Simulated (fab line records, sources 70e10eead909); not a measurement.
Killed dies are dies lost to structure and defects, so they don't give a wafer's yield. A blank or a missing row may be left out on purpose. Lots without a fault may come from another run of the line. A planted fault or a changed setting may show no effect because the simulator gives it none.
A struck lot beside a sound one | flow nand_harc | 41 steps out of a route of 1302
Sound: wafers L652.1, L652.3, L652.4. Struck: wafer L657.5. (L657.2, L657.3 of the same lot were not struck and are left out.) The cause comes at the end.
At each step with rows: each side's tool, then ch and its chambers, then its first start. Under that, the readings that differ: sound wafers | struck wafers | difference of the means | sigmas: that difference in standard deviations of wafers without a fault.
alike: readings whose means differ by less than 2 such deviations, and words and numbers that are the same on both sides. not compared: withheld readings, readings that some wafer has no value for, bounds like >300 that may hide the same value, and numbers for which the record gives no deviation and whose values overlap.
The two part at a step that has a row with sigmas, a row that says differs or no value, or rows on one side only. Numbers that don't overlap but have no deviation are shown without sigmas and don't part them. A reading that every wafer of one side lacks parts them only if that side has two wafers or more.

NHARC_A_M1_INSPECT_11:
  sound on defect_inspect-02, day 25 16:55; struck on defect_inspect-01, day 27 21:33
  alike: raw_defect_count
then, 3 steps without rows for these wafers: NHARC_A_M1_DESCUM_14 (chemistry O2, time 3 s); NHARC_A_M1_ETCH_35 (etches the open film in N2/H2, target depth 40 nm, overetch 12 nm, time 43.94 s); NHARC_A_M1_ETCH_15 (etches the open film in C4F8/Ar, target depth 182.5 nm, time 91.2 s).
NHARC_A_M1_CD_MEAS_16:
  sound on cd_sem-03, day 25 17:17; struck on cd_sem-03, day 27 21:55
  alike: cd_nm
then, 4 steps without rows for these wafers: NHARC_A_M1_STRIP_18 (strips in N2/H2); NHARC_A_M1_ETCH_28 (etches the open film in CF4/N2, target depth 30 nm, time 72.99 s); NHARC_A_M1_STRIP_19 (strips in post etch residue remover, time 600 s); NHARC_A_M1_DEGAS_29 (time 60 s).
NHARC_A_M1_PRE_CLEAN_30: time 30 s.
  sound on pvd_sputter-02; struck on pvd_sputter-03
  alike: heater_power_w
then, 2 steps without rows for these wafers: NHARC_A_M1_PVD_20 (deposits TaN, target thk 5 nm, time 8.06 s); NHARC_A_M1_PVD_21 (deposits Cu, target thk 30 nm, time 20.49 s).
NHARC_A_M1_ECD_22: material Cu, target thk 400 nm.
  sound on ecd_cu-02 ch 0,1, day 25 18:22; struck on ecd_cu-02 ch 0,1, day 27 23:03
then, 2 steps without rows for these wafers: NHARC_A_M1_ANNEAL_31 (time 90 s); NHARC_A_M1_CMP_23 (polishes, t overpolish 20 s, target thk 154.34 nm).
NHARC_A_M1_THK_MEAS_24: measures by xrf.
  sound on film_metro-01, day 25 19:23; struck on film_metro-02, day 28 00:02
  alike: thk_nm
then, 1 step without rows for these wafers: NHARC_A_M1_SRD_25.
NHARC_A_M1_PRE_CLEAN_32: time 12 s.
  sound on pecvd-03 ch 0,1,2, day 25 19:37; struck on pecvd-03 ch 0, day 28 00:16
  alike: heater_power_w
then, 2 steps without rows for these wafers: NHARC_A_M1_DEP_33 (deposits SiCN, target thk 30 nm); NHARC_A_BONDPAD_DEP_00 (deposits SiCN, target thk 250 nm).
NHARC_A_BONDPAD_CMP_29: polishes SiCN, target thk 200 nm.
  sound on cmp-02 ch 0,1,2, day 25 20:39; struck on cmp-03 ch 1, day 28 01:17
  alike: motor_current_A
NHARC_A_BONDPAD_THK_MEAS_30: measures by ellipsometry.
  sound on film_metro-01, day 25 20:54; struck on film_metro-02, day 28 01:33
  alike: thk_nm
then, 10 steps without rows for these wafers: NHARC_A_BONDPAD_SRD_31; NHARC_A_BONDPAD_DEHYDRATE_01 (time 120 s); NHARC_A_BONDPAD_HMDS_02 (time 30 s); NHARC_A_BONDPAD_COAT_33 (time 65 s); NHARC_A_BONDPAD_COAT_03 (resist thk 600 nm); NHARC_A_BONDPAD_SOFTBAKE_04 (time 70 s); NHARC_A_BONDPAD_EBR_05; NHARC_A_BONDPAD_EXPOSE_06 (exposes mask A BPAD); NHARC_A_BONDPAD_PEB_07 (peb time 80 s); NHARC_A_BONDPAD_DEVELOP_08 (time 50 s).
NHARC_A_BONDPAD_CD_MEAS_09: target cd 500 nm.
  sound on cd_sem-02 ch 0, day 25 21:28; struck on cd_sem-01 ch 0, day 28 01:59
  alike: cd_nm
NHARC_A_BONDPAD_OVL_MEAS_35:
  sound on overlay-02, day 25 21:33; struck on overlay-01, day 28 02:05
  alike: overlay_x_nm, overlay_y_nm
then, 3 steps without rows for these wafers: NHARC_A_BONDPAD_HARDBAKE_10 (time 65 s); NHARC_A_BONDPAD_DESCUM_11 (chemistry O2, time 3 s); NHARC_A_BONDPAD_ETCH_34 (etches the open film in N2/H2, target depth 60 nm, overetch 18 nm, time 65.91 s).
NHARC_A_BONDPAD_ETCH_12: etches the open film in CHF3/O2, target depth 220 nm, time 110 s.
  sound on rie_diel-13 ch 0,2,3; struck on rie_diel-11 ch 0
  alike: drypump_motor_current_A, oes_product_au, rf_vpp_V, showerhead_plenum_p_Torr, throttle_valve_pct
  not compared: rf_hours_counter_h
NHARC_A_BONDPAD_CD_MEAS_13:
  sound on cd_sem-01, day 25 21:59; struck on cd_sem-02, day 28 02:31
  alike: cd_nm
NHARC_A_BONDPAD_STRIP_15: strips in O2.
  sound on rie_diel-13 ch 0,2,3, day 25 22:04; struck on rie_diel-11 ch 3, day 28 02:35
  reading      | sound          | struck | difference | sigmas
  rf_vpp_V (V) | 56.7 57.9 57.2 | 59.8   | +2.5       | +3
  alike: drypump_motor_current_A, oes_product_au, showerhead_plenum_p_Torr, throttle_valve_pct
  not compared: rf_hours_counter_h
NHARC_END_SORT_01:
  sound on prober-01 ch 0, day 27 03:39; struck on prober-01 ch 0, day 29 11:05
  reading                  | sound          | struck | difference | sigmas
  defect_limited_yield (%) | 90.8 91.0 91.9 | 59.2   | -32.0      | -11
  killed_at_array          | 53 54 48       | 275    | +223       | +11
  killed_dies              | 62 61 55       | 276    | +217       | +11
  alike: killed_at_other, killed_at_periphery, killed_open, killed_short

WHERE THEY PART
First at NHARC_A_BONDPAD_STRIP_15; last, within this record, at NHARC_END_SORT_01.

WHY: what the simulator had put in
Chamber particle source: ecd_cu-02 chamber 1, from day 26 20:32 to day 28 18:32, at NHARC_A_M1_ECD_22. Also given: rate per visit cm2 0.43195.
